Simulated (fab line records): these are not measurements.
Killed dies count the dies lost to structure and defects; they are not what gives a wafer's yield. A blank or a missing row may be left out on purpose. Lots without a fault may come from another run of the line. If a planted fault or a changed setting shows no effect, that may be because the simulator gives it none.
Tool commonality check ; flow n5_finfet ; Sample size 12 lots and 35 wafers

WHAT PROMPTED THE OPENING
At N5_BEOL_M0_CUTY_OVL_MEAS_58 the reading M0_ABLK_OVL is flagged on 3 of 12 lots. Fault-free wafers read -0.4 nm, with a standard deviation of 0.64.
Rule: a lot is flagged in two cases, either no wafer of it has a number, or all its wafers with numbers fall more than 4 standard deviations from that mean. The other lots count as sound.

lot;measured;on;M0_ABLK_OVL (nm), wafer by wafer;flag
L297;day 5 20:31;overlay-01;-1.2 -1.0;
L300;day 6 10:03;overlay-01;-0.4 0.0 -0.5;
L301;day 6 21:31;overlay-02;-0.4 0.0 -0.3;
L302;day 7 02:57;overlay-02;-1.1 -1.9 -1.3;
L303;day 7 05:38;overlay-02;0.4 -0.3 -1.4;
L307;day 8 09:46;overlay-02;5.5 5.4 5.2;FLAGGED
L308;day 8 17:20;overlay-02;5.7 5.3 5.4;FLAGGED
L309;day 9 02:38;overlay-02;6.1 5.4 6.1;FLAGGED
L312;day 9 13:34;overlay-01;-0.3 0.2 0.8;
L313;day 9 16:40;overlay-02;-1.3 -0.7 -0.9;
L314;day 10 00:18;overlay-01;0.6 0.2 0.5;
L320;day 11 16:33;overlay-02;0.1 0.1 0.5;
The numbers of the flagged lots are 5.6 nm on average: +6.0 nm against the usual, or +9 standard deviations.

TOOL THAT RAN EACH LOT
2 process steps preceding the reading are held in the record, out of 1938 steps in the route. Read each cell as the tool, then ch plus the chambers that the sampled wafers visited, then the start.
lot;flag;N5_BEOL_M0_SAQP_DESCUM_45;N5_BEOL_M0_CUTY_EXPOSE_54
L297;;rie_diel-06 ch 0,3, day 5 18:59;arfi_scanner-03 ch 0, day 5 20:22
L300;;rie_diel-06 ch 0,2,3, day 6 08:40;arfi_scanner-02 ch 0, day 6 09:54
L301;;rie_diel-04 ch 1,2, day 6 20:10;arfi_scanner-01 ch 0, day 6 21:22
L302;;rie_diel-04 ch 1,2,3, day 7 01:32;arfi_scanner-02 ch 0, day 7 02:48
L303;;rie_diel-02 ch 2,3, day 7 04:16;arfi_scanner-01 ch 0, day 7 05:29
L307;FLAGGED;rie_diel-02 ch 1,3, day 8 08:19;arfi_scanner-01 ch 0, day 8 09:37
L308;FLAGGED;rie_diel-06 ch 0,1, day 8 16:08;arfi_scanner-01 ch 0, day 8 17:11
L309;FLAGGED;rie_diel-06 ch 0,1,3, day 9 01:17;arfi_scanner-01 ch 0, day 9 02:29
L312;;rie_diel-02 ch 0,2, day 9 12:13;arfi_scanner-03 ch 0, day 9 13:25
L313;;rie_diel-02 ch 1,3, day 9 15:16;arfi_scanner-02 ch 0, day 9 16:31
L314;;rie_diel-06 ch 0,1, day 9 23:05;arfi_scanner-02 ch 0, day 10 00:09
L320;;rie_diel-02 ch 0,2, day 11 15:20;arfi_scanner-03 ch 0, day 11 16:24
What is done by these steps:
- N5_BEOL_M0_SAQP_DESCUM_45: chemistry O2, time 7 s.
- N5_BEOL_M0_CUTY_EXPOSE_54: exposes mask M0 ABLK.
- N5_BEOL_M0_CUTY_OVL_MEAS_58

FLAGGED AGAINST TOTAL, ONE TOOL AT A TIME (gauges that did the reading follow at the end)
step;tool;lots run;flagged;share of the flagged lots;sound lots run after its first flagged lot
N5_BEOL_M0_SAQP_DESCUM_45;rie_diel-02;5;1;some;3 (L312,L313,L320)
N5_BEOL_M0_SAQP_DESCUM_45;rie_diel-04;2;0;none;-
N5_BEOL_M0_SAQP_DESCUM_45;rie_diel-06;5;2;some;1 (L314)
N5_BEOL_M0_CUTY_EXPOSE_54;arfi_scanner-01;5;3;all;0
N5_BEOL_M0_CUTY_EXPOSE_54;arfi_scanner-02;4;0;none;-
N5_BEOL_M0_CUTY_EXPOSE_54;arfi_scanner-03;3;0;none;-
N5_BEOL_M0_CUTY_OVL_MEAS_58;overlay-01;4;0;none;-
N5_BEOL_M0_CUTY_OVL_MEAS_58;overlay-02;8;3;all;2 (L313,L320)

WHAT THE TABLE PERMITS
2 rows of the table ran every flagged lot: arfi_scanner-01 at N5_BEOL_M0_CUTY_EXPOSE_54, overlay-02 at N5_BEOL_M0_CUTY_OVL_MEAS_58.
- arfi_scanner-01 at N5_BEOL_M0_CUTY_EXPOSE_54: 3 of its 5 lots flagged. A fault beginning between L303 (day 7 05:29), its last sound lot, and L307 (day 8 09:37), its first flagged one, fits the data.
- overlay-02 at N5_BEOL_M0_CUTY_OVL_MEAS_58: 3 of its 8 lots flagged. Sound lots ran on it after the first flagged one (L313, L320), which a lasting fault on the whole tool wouldn't allow.
Just one tool remains: arfi_scanner-01 at N5_BEOL_M0_CUTY_EXPOSE_54.

WHAT THE SIMULATOR HAD PUT IN
Scanner matching overlay: arfi_scanner-01, from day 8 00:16 on, at N5_BEOL_M0_CUTY_EXPOSE_54. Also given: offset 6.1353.
Shown lots that were struck: L307, L308, L309. The same result came from the rule above.
